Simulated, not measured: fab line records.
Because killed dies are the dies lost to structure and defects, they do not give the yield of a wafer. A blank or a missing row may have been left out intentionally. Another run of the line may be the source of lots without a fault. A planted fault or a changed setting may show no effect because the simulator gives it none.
Matching of chambers :: flow n5 finfet :: 4 sister chambers for N5_WELL_APT_DESCUM_13 on rie diel-03
The step chemistry O2, time 7.9 s. 4 wafers are shown with their chamber, then 7 later ones without.

WAFERS WITH THEIR CHAMBER
wafer: L420.1
chamber: 1
showerhead plenum p Torr (Torr): 2.21

wafer: L420.5
chamber: 3
showerhead plenum p Torr (Torr): 2.10

wafer: L424.1
chamber: 2
showerhead plenum p Torr (Torr): 2.10

wafer: L424.2
chamber: 0
showerhead plenum p Torr (Torr): 2.02

WAFERS WITH NO CHAMBER GIVEN
wafer: L424.5
showerhead plenum p Torr (Torr): 2.02

wafer: L425.2
showerhead plenum p Torr (Torr): 2.20

wafer: L425.4
showerhead plenum p Torr (Torr): 2.02

wafer: L425.5
showerhead plenum p Torr (Torr): 2.10

wafer: L426.1
showerhead plenum p Torr (Torr): 2.10

wafer: L426.5
showerhead plenum p Torr (Torr): 2.02

wafer: L426.6
showerhead plenum p Torr (Torr): 2.20

WHICH CHAMBER EACH WENT THROUGH
wafer: L424.5
from the rows above: 0
in truth: 0

wafer: L425.2
from the rows above: 1
in truth: 1

wafer: L425.4
from the rows above: 0
in truth: 0

wafer: L425.5
from the rows above: can't be placed: 2 or 3
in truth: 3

wafer: L426.1
from the rows above: can't be placed: 2 or 3
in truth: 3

wafer: L426.5
from the rows above: 0
in truth: 0

wafer: L426.6
from the rows above: 1
in truth: 1
Placed correctly: 5 of 7. From these rows, 2 cannot be placed; in 2 the true chamber is one of the candidates. Wrongly placed: 0.
How it was worked out, from the rows above alone: a wafer's distance from a chamber is the root of the sum, over the readings, of the square of ((its reading less the chamber's mean) divided by the reading's scatter). If the next closest chamber is less than 2 further off than the closest, the wafer can't be placed; otherwise it belongs to the closest. A chamber's mean is the mean of its shown wafers. The scatter (one wafer shown for each chamber): square how far every hidden wafer sits from the nearest shown wafer, average those squares and take the square root.
